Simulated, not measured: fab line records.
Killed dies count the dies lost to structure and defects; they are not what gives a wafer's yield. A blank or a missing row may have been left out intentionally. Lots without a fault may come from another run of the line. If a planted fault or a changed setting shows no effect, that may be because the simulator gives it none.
8D (eight disciplines) problem report, filled in by code ; flow n5_finfet ; the parts of the form that need people (team, actions taken, sign-off) are left out

## 1. WHAT WENT WRONG
At N5_BEOL_M14_CMP_49, barrier_field_endpoint_s averages 5.62 s over 6 wafers from 2 lots, while fault-free wafers read 11.40 s, standard deviation 0.28. Relative to the usual mean, that is a shift of -21 standard deviations.
The step: polishes, stops on SiO2, t overpolish 5.2 s, target thk 560 nm.
First observed at day 15 02:47: wafer L189.1, on cmp-03. At this step, 27 wafers from 9 lots have a number in the record. Rule for "out" (also "out of limits"): further than 4 standard deviations from the usual mean. The rest of the wafers with a number are treated as sound.

## 2. WHAT IT IS; WHAT IT IS NOT
question;is;is not
which readings at this step;barrier_field_endpoint_s;platen_rpm, retaining_ring_pressure_frac
which lots;L187, L189;L179, L181, L190, L195, L196, L197, L198
which wafers of those lots;all that have a number;-
read on which tools;cmp-02, cmp-03;cmp-01
when;from day 15 02:47;"up to then (6 sound wafers); but 15 sound wafers of L190, L195, L196, L197, L198 came after"

## 3. THE SUSPECTS, EACH WITH WHAT RULES IT OUT
Counting: a tool at any process step up to the reading remains a suspect when it ran all the lots that are out and ran no sound lot after the first of those.
- rie_diel-02 at N5_BEOL_M14_DESCUM_15 (chemistry O2, time 7.9 s): ruled out as a lasting fault. Sound lots L195, L198, L197 ran on it after its first lot that is out, L189 (day 14 23:38).
- pvd_sputter-01 at N5_BEOL_M14_SPUTTER_44 (material Ta, target thk 15 nm, time 24.19 s): ruled out as a lasting fault. Sound lots L196 ran on it after its first lot that is out, L189 (day 15 02:02).
Left after counting: nothing in the record.

## 4. THE CAUSE (what the simulator had put in)
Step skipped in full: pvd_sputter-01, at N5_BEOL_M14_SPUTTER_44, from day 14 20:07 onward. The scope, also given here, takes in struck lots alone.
Counting ruled it out, wrongly: the rule takes a fault to strike every lot that its tool runs from its start on, and this one did not.

## 5. SEQUENCE OF EFFECTS, ordered by route
Each row: a reading where the mean over the struck wafers with a number is more than 3 standard deviations away from the usual. Only readings whose record carries a usual standard deviation are examined. hours: median over the lots of the time between each lot's start at the first step of this table that gives one and its start at this step. sigmas: the change, counted in usual standard deviations.
hours;step;reading;usual;on struck wafers;change;sigmas
0;N5_BEOL_M14_CMP_49;barrier_field_endpoint_s;11.40 s;5.62;-5.78;-21
20;N5_PASSIVATION_PROBE_49;defect_limited_yield;91.2 %;81.2;-10.0;-7.7
20;N5_PASSIVATION_PROBE_49;killed_at_M4_up;13;122;+109;+24
20;N5_PASSIVATION_PROBE_49;killed_dies;104;223;+119;+7.4
20;N5_PASSIVATION_PROBE_49;killed_on_rim;14;39;+25;+6.0
20;N5_PASSIVATION_PROBE_49;sort_bin_5_function;5.1 %;15.1;+10.0;+12
20;N5_PASSIVATION_PROBE_49;sort_n_pass;1076;957;-119;-7.4
20;N5_PASSIVATION_PROBE_49;sort_yield_pct;91.2 %;81.2;-10.0;-7.7
It contains these process steps:
- N5_BEOL_M14_CMP_49: polishes, stops on SiO2, t overpolish 5.2 s, target thk 560 nm.
- N5_PASSIVATION_PROBE_49
Readings that are blank on the struck wafers while sound wafers have them: bias_v at N5_BEOL_M14_SPUTTER_44; cathode_dc_power_W at N5_BEOL_M14_SPUTTER_44; throttle_valve_pct at N5_BEOL_M14_SPUTTER_44.

## 6. WHAT WOULD HAVE CAUGHT IT SOONER
First out-of-limits reading in this record: day 15 02:47, which is 7 hours after fault onset at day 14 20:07.
At N5_BEOL_M14_SPUTTER_44 the tool's readings are blank on the struck wafers, where sound wafers have them: an empty tool record is the first sign, and it was there at once.
